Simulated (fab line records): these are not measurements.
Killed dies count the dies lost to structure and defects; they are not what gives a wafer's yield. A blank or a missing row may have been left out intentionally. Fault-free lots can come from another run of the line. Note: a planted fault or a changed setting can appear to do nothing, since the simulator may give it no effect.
What tool caused it? ; flow nandHarc ; 13 lots with 39 wafers sampled at 3 steps, on a route of 1302 steps

## WHAT THE GAUGES SHOWED, per wafer
NHARC_A_SGD_CUT_THK_MEAS_22: measures by ellipsometry. Usual: thkNm at 148.6 nm, with a standard deviation of 1.7.
lot;measured;on;thkNm (nm);flag
L575;day 19 22:49;filmMetro-02;148.5 149.0 148.6;
L574;day 20 01:54;filmMetro-01;150.9 148.7 148.5;
L576;day 20 07:55;filmMetro-01;147.3 148.2 149.9;
L579;day 20 17:29;filmMetro-02;150.0 150.7 148.3;
L577;day 20 17:29;filmMetro-01;148.8 148.8 150.1;
L578;day 21 06:02;filmMetro-02;150.3 146.9 146.7;
L582;day 22 19:07;filmMetro-02;148.8 150.5 151.2;
L584;day 23 12:38;filmMetro-01;147.1 148.0 147.0;
L585;day 24 00:19;filmMetro-02;148.7 150.9 150.1;
L586;day 24 14:04;filmMetro-02;151.2 144.6 151.1;
L593;day 27 15:56;filmMetro-02;149.4 150.9 151.1;
L594;day 27 19:02;filmMetro-01;142.4 148.9 148.6;
L597;day 28 14:11;filmMetro-01;149.3 149.1 150.1;

NHARC_A_SLIT_OVL_MEAS_10. Usual: overlayXNm -0.2 nm, standard deviation 0.99; overlayYNm -0.1 nm, standard deviation 0.62.
lot;measured;on;overlayXNm (nm);overlayYNm (nm);flag
L575;day 20 04:32;overlay-01;-0.3 -0.2 -0.2;-0.7 -0.3 -0.2;
L574;day 20 10:41;overlay-01;-0.4 0.1 -0.8;-0.4 -0.4 -0.3;
L576;day 20 15:03;overlay-01;-1.1 -0.8 -1.1;-0.1 0.1 0.4;
L579;day 20 23:08;overlay-02;-2.1 -2.0 -1.8;-0.4 -0.9 -1.0;
L577;day 20 23:20;overlay-01;1.1 0.4 0.7;-0.8 -0.3 -0.5;
L578;day 21 11:23;overlay-02;-1.4 -0.7 -0.3;-0.9 -1.3 -1.1;
L582;day 23 03:42;overlay-01;0.4 0.0 0.5;-0.4 -0.3 -0.6;
L584;day 23 18:07;overlay-01;0.4 0.6 -0.1;0.0 0.2 0.4;
L585;day 24 05:54;overlay-02;-0.3 -0.2 -0.4;0.6 0.2 0.2;
L586;day 24 22:37;overlay-02;-1.1 -1.1 -0.9;0.1 -0.2 -0.8;
L593;day 27 21:10;overlay-02;1.5 1.8 1.6;0.6 0.4 0.7;
L594;day 28 00:23;overlay-02;-0.8 -0.5 -0.4;-1.0 -0.6 -1.1;
L597;day 28 22:47;overlay-02;-0.5 -1.0 -1.0;0.1 0.8 1.6;

NHARC_A_SLIT_CD_MEAS_21. Usual: cdNm at 289.9 nm, with a standard deviation of 0.96.
lot;measured;on;cdNm (nm);flag
L575;day 20 12:19;cdSem-01;289.5 289.3 290.0;
L574;day 20 17:08;cdSem-02;289.9 290.7 290.3;
L576;day 20 21:24;cdSem-03;289.9 289.8 290.7;
L579;day 21 07:17;cdSem-02;289.0 289.3 289.7;
L577;day 21 09:35;cdSem-01;288.7 288.8 289.3;
L578;day 21 17:47;cdSem-03;288.3 289.4 289.5;
L582;day 23 10:04;cdSem-02;289.1 289.4 290.2;
L584;day 24 00:29;cdSem-02;289.9 290.2 290.2;
L585;day 24 12:20;cdSem-03;289.4 291.1 290.2;
L586;day 25 05:51;cdSem-03;287.9 288.7 290.1;
L593;day 28 03:32;cdSem-02;289.6 290.1 289.8;
L594;day 28 07:22;cdSem-03;289.9 288.8 290.0;
L597;day 29 05:25;cdSem-02;289.5 289.7 288.1;

## EACH LOT AND THE TOOL THAT RAN IT (in order: tool; ch and the chambers of the sampled wafers; start)
Record: no process step prior to these readings.

## WHAT THE TOOLS THEMSELVES READ (means of the sampled wafers that have a number; where no wafer has one, the mark that the record gives instead)
The record holds no such reading with a usual standard deviation.

## THE ANSWER, worked out from the rows above alone
Rule: lot off if the mean of its wafers having a number is beyond 3 standard deviations from the usual mean. Also off: a lot with no number at a reading for which 4 or more lots have one. Where the step has rows for the other lots, those lots are counted as sound. First the gauges in route order, then the tools' own readings, where a lot's mean is used as printed above. The first step at which some lot is off is used, and at that step the reading that is off furthest; a lot without a number counts as furthest.
No lot is off at any reading shown: from this, nothing can be told.

## WHAT THE SIMULATOR PUT IN
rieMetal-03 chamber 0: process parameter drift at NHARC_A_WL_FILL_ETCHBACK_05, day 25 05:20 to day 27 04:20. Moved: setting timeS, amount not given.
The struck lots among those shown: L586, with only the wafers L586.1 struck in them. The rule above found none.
